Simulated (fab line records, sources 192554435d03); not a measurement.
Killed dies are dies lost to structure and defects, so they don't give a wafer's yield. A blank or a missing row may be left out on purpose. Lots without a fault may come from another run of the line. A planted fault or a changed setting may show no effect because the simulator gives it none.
Split-lot experiment | flow n5_finfet | 7 lots, 21 wafers read, on a route of 1938 steps

THE SPLIT
At N5_FIN_SAQP_HM_DEP_03 (deposits SiNx from SiH4/NH3/N2, target thk 38 nm, time 33.6 s), the setting time_s was moved away from the recipe's 33.6 s on 6 of the 21 wafers read, by -14.2% to +14.3%. The other wafers ran this setting at the recipe's value.

FROM THE SPLIT TO THE READING: what the file shows between them, 13 steps
- N5_FIN_SAQP_THK_MEAS_05
- N5_FIN_SAQP_PECVD_47: deposits a-Si from SiH4/He, target thk 45 nm, time 36.3 s
- N5_FIN_SAQP_PECVD_48: deposits SiNx from SiH4/NH3/N2, target thk 25 nm, time 22.1 s
- N5_FIN_SAQP_ETCH_57: etches SiNx in CH3F/O2, target depth 32.5 nm, time 46.4 s
- N5_FIN_SAQP_ETCH_65: etches SiO2 in CF4, target depth 4 nm, time 4.4 s
- N5_FIN_SAQP_MANDREL_ETCH_58: etches a-Si in HBr/Cl2, stops on SiNx, target depth 45 nm, bt time 10 s, time 27 s
- N5_FIN_SAQP_RECESS_63: chemistry HF/NH3, target SiO2, target depth 18 nm, afs cycles 3, sublimation time 60 s
- N5_FIN_SAQP_COAT_68: time 60 s, resist thk 100 nm
- N5_FIN_SAQP_MANDREL2_REMOVE_60: chemistry HBr/Cl2/O2, target a-Si, stops on SiNx, bt time 10 s
- N5_FIN_SAQP_HM_OPEN_33: chemistry CH3F/O2, target SiNx, target depth 49.4 nm, time 70.6 s
- N5_FIN_SAQP_ETCH_34: etches SiO2 in C4F6/O2, target depth 45 nm, time 15 s
- N5_FIN_SAQP_STRIP_77: strips in N2/H2, time 90 s
- N5_FIN_SAQP_ETCH_64: etches SiO2 in CF4, target depth 1.5 nm

THE READING
SiNx_of_FIN_SAQP_HM_DEP_03.thk_nm (the simulator's own value, which no gauge read), in nm, at N5_FIN_SAQP_FIN_ETCH_36 (etches the open film in HBr/Cl2/O2, target depth 120 nm, time 50.4 s). The file gives no usual value for it. The 15 wafers here that ran the recipe average 21.1 nm, standard deviation 0.45 nm.

wafer  | tool, chamber at the split | time_s as run, s | against the recipe | SiNx_of_FIN_SAQP_HM_DEP_03.thk_nm, nm | against lot-mates on the recipe
L080.2 | pecvd-01, 1                | 33.6             | recipe             | 21                                    | -
L080.4 | pecvd-01, 1                | 28.83            | -14.2%             | 16                                    | -5.3
L080.6 | pecvd-01, 2                | 33.6             | recipe             | 21.6                                  | -
L082.1 | pecvd-02, 1                | 38.42            | +14.3%             | 25.8                                  | +5.1
L082.2 | pecvd-02, 0                | 33.6             | recipe             | 20.8                                  | -
L082.3 | pecvd-02, 2                | 33.6             | recipe             | 20.6                                  | -
L083.1 | pecvd-01, 2                | 33.6             | recipe             | 20.8                                  | -
L083.2 | pecvd-01, 1                | 29.92            | -11.0%             | 15.6                                  | -5.4
L083.5 | pecvd-01, 1                | 33.6             | recipe             | 21.2                                  | -
L086.1 | pecvd-01, 1                | 33.6             | recipe             | 20.6                                  | -
L086.3 | pecvd-01, 0                | 33.6             | recipe             | 21                                    | -
L086.6 | pecvd-01, 0                | 29.04            | -13.6%             | 16.8                                  | -4.0
L090.2 | pecvd-01, 2                | 36.22            | +7.8%              | 23.8                                  | +2.7
L090.4 | pecvd-01, 0                | 33.6             | recipe             | 21.6                                  | -
L090.6 | pecvd-01, 1                | 33.6             | recipe             | 20.6                                  | -
L091.2 | pecvd-02, 0                | 33.6             | recipe             | 20.8                                  | -
L091.4 | pecvd-02, 1                | 33.6             | recipe             | 21.4                                  | -
L091.6 | pecvd-02, 2                | 33.6             | recipe             | 22.2                                  | -
L094.3 | pecvd-02, 1                | 33.6             | recipe             | 20.8                                  | -
L094.5 | pecvd-02, 1                | 33.6             | recipe             | 21.4                                  | -
L094.6 | pecvd-02, 0                | 32.05            | -4.6%              | 20                                    | -1.1

THE FIT
A straight line over all 21 wafers: SiNx_of_FIN_SAQP_HM_DEP_03.thk_nm changes by +0.357 nm for each +1% of time_s; r = +0.97; the points scatter about the line by 0.57 nm.
The same after taking each lot's own level away (the mean of its wafers on the recipe; 21 wafers): +0.362 nm for each +1%; r = +0.97; scatter 0.53 nm.
On that fit, the largest move of time_s shifts the reading by 5.2 nm.
The lots' own levels span 20.70 to 21.47 nm, that is 1.7 times the standard deviation above.
So the lot-to-lot level changes the slope little: the two slopes agree.
Check: with one of the wafers moved furthest among these (+14.3%) left out of the fit, the line predicts +5.23 nm for it against its lot-mates. It came out at +5.1 nm against them.

OTHER SPLITS ON THESE WAFERS
These wafers also went through other splits before the reading. Each is held against what the fit with the lots' levels taken away leaves over:
other split on the same wafers | wafers away from the commonest value | r with SiNx_of_FIN_SAQP_HM_DEP_03.thk_nm (lot level and that fit taken away)
N5_FIN_SAQP_ALD_61 temp_c      | 5                                    | +0.04

THE WHOLE CHAIN: every reading that the file lists as answering this split, in the file's order
step                        | what it does                                                                       | reading                                                                            | change (the file's fit)               | r (the file's)
N5_FIN_SAQP_HM_DEP_03       | deposits SiNx from SiH4/NH3/N2, target thk 38 nm, time 33.6 s                      | SiNx_of_FIN_SAQP_HM_DEP_03.thk_nm (the simulator's own value, which no gauge read) | +0.385 nm for each +1% of the setting | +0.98
N5_FIN_SAQP_THK_MEAS_05     |                                                                                    | thk_nm                                                                             | withheld for each +1% of the setting  | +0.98
N5_FIN_SAQP_MANDREL_ETCH_58 | etches a-Si in HBr/Cl2, stops on SiNx, target depth 45 nm, bt time 10 s, time 27 s | SiNx_of_FIN_SAQP_HM_DEP_03.thk_nm (the simulator's own value, which no gauge read) | +0.383 nm for each +1% of the setting | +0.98
N5_FIN_SAQP_HM_OPEN_33      | chemistry CH3F/O2, target SiNx, target depth 49.4 nm, time 70.6 s                  | etch_rf_on_time_s                                                                  | withheld for each +1% of the setting  | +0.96
N5_FIN_SAQP_HM_OPEN_33      | chemistry CH3F/O2, target SiNx, target depth 49.4 nm, time 70.6 s                  | etch.depth_nm (the simulator's own value, which no gauge read)                     | +0.383 nm for each +1% of the setting | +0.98
N5_FIN_SAQP_FIN_ETCH_36     | etches the open film in HBr/Cl2/O2, target depth 120 nm, time 50.4 s               | SiNx_of_FIN_SAQP_HM_DEP_03.thk_nm (the simulator's own value, which no gauge read) | +0.363 nm for each +1% of the setting | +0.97

THE FILE'S OWN FIT
SiNx_of_FIN_SAQP_HM_DEP_03.thk_nm changes by +0.363 nm for each +1% of time_s, r = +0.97.
